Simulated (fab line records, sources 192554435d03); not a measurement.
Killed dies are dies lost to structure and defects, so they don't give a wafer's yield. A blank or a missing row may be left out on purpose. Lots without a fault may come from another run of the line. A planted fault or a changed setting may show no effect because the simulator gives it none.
Chamber matching | flow n5_finfet | N5_MOL_CONTACT_COAG_ETCH_67 on rie_diel-06: 4 sister chambers
The step etches SOC in N2/H2, target depth 60 nm, overetch 21 nm, time 101.2 s. 4 wafers are shown with their chamber, then 7 later ones without.

WAFERS WITH THEIR CHAMBER
wafer  | chamber | showerhead_plenum_p_Torr (Torr)
L078.6 | 2       | 2.58
L086.4 | 0       | 2.50
L089.1 | 1       | 2.44
L089.3 | 3       | 2.50

WAFERS WITHOUT THEIR CHAMBER
wafer  | showerhead_plenum_p_Torr (Torr)
L089.4 | 2.50
L095.3 | 2.43
L095.4 | 2.50
L095.6 | 2.49
L097.1 | 2.49
L097.2 | 2.43
L097.6 | 2.49

WHICH CHAMBER EACH WENT THROUGH
wafer  | from the rows above     | in truth
L089.4 | can't be placed: 0 or 3 | 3
L095.3 | 1                       | 1
L095.4 | can't be placed: 0 or 3 | 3
L095.6 | can't be placed: 0 or 3 | 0
L097.1 | can't be placed: 0 or 3 | 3
L097.2 | 1                       | 1
L097.6 | can't be placed: 0 or 3 | 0
Placed correctly: 2 of 7. Can't be placed from these rows: 5 (the true chamber is among the candidates in 5). Placed wrongly: 0.
How it was worked out, from the rows above alone: a wafer's distance from a chamber is the root of the sum, over the readings, of the square of ((its reading less the chamber's mean) divided by the reading's scatter). The wafer belongs to the nearest chamber; if the next one is less than 2 further off, it can't be placed. A chamber's mean is the mean of its shown wafers. The scatter: with one shown wafer a chamber, the root of the mean of the squares of how far each hidden wafer lies from its nearest shown one.
